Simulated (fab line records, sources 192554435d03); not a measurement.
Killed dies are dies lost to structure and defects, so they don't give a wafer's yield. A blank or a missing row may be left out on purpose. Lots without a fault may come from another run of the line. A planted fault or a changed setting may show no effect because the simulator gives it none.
Chamber matching | flow n5_finfet | N5_FIN_SAQP_SPACER2_ETCHBACK_29 on rie_diel-06: 4 sister chambers
The step etches SiO2 in CHF3/O2, target depth 12.2 nm, time 6.1 s. 16 wafers are shown with their chamber, then 8 later ones without.

WAFERS WITH THEIR CHAMBER
wafer  | chamber | drypump_motor_current_A (A) | rf_vpp_V (V) | showerhead_plenum_p_Torr (Torr)
L077.1 | 1       | 5.5                         | 530          | 2.45
L077.5 | 2       | 5.6                         | 502          | 2.49
L077.6 | 3       | 4.9                         | 522          | 2.32
L079.1 | 1       | 5.6                         | 529          | 2.45
L079.2 | 2       | 5.6                         | 504          | 2.49
L079.3 | 3       | 4.9                         | 523          | 2.32
L081.2 | 2       | 5.6                         | 503          | 2.48
L081.3 | 1       | 5.5                         | 530          | 2.44
L081.4 | 3       | 4.9                         | 521          | 2.31
L082.3 | 3       | 4.9                         | 523          | 2.31
L082.5 | 0       | 5.2                         | 537          | 2.45
L082.6 | 1       | 5.5                         | 529          | 2.44
L084.3 | 0       | 5.2                         | 537          | 2.45
L084.5 | 2       | 5.6                         | 504          | 2.48
L084.6 | 1       | 5.5                         | 531          | 2.44
L091.2 | 2       | 5.6                         | 503          | 2.48

SIGNATURES (means of the wafers above)
reading                  | chamber 0 | chamber 1 | chamber 2 | chamber 3 | scatter within a chamber
drypump_motor_current_A  | 5.200     | 5.520     | 5.600     | 4.900     | 0.0258
rf_vpp_V                 | 537.00    | 529.80    | 503.20    | 522.25    | 0.834
showerhead_plenum_p_Torr | 2.4500    | 2.4440    | 2.4840    | 2.3150    | 0.00532
Rule: a wafer's distance from a chamber is the root of the sum, over the readings, of the square of ((its reading less the chamber's mean) divided by the reading's scatter). The wafer belongs to the nearest chamber; if the next one is less than 2 further off, it can't be placed. The scatter: the root of (the sum of the squares of (reading less its chamber's mean) over the shown wafers, divided by (wafers less chambers)).

WAFERS WITHOUT THEIR CHAMBER
wafer  | drypump_motor_current_A (A) | rf_vpp_V (V) | showerhead_plenum_p_Torr (Torr)
L091.4 | 4.9                         | 521          | 2.31
L091.6 | 5.6                         | 529          | 2.44
L093.1 | 5.6                         | 504          | 2.48
L093.2 | 5.6                         | 529          | 2.44
L093.6 | 5.2                         | 537          | 2.44
L094.1 | 4.9                         | 521          | 2.30
L094.2 | 5.6                         | 529          | 2.43
L094.6 | 5.6                         | 530          | 2.44

WHICH CHAMBER EACH WENT THROUGH
wafer  | from the rows above | in truth
L091.4 | 3                   | 3
L091.6 | 1                   | 1
L093.1 | 2                   | 2
L093.2 | 1                   | 1
L093.6 | 0                   | 0
L094.1 | 3                   | 3
L094.2 | 1                   | 1
L094.6 | 1                   | 1
Placed correctly: 8 of 8. Can't be placed from these rows: 0. Placed wrongly: 0.
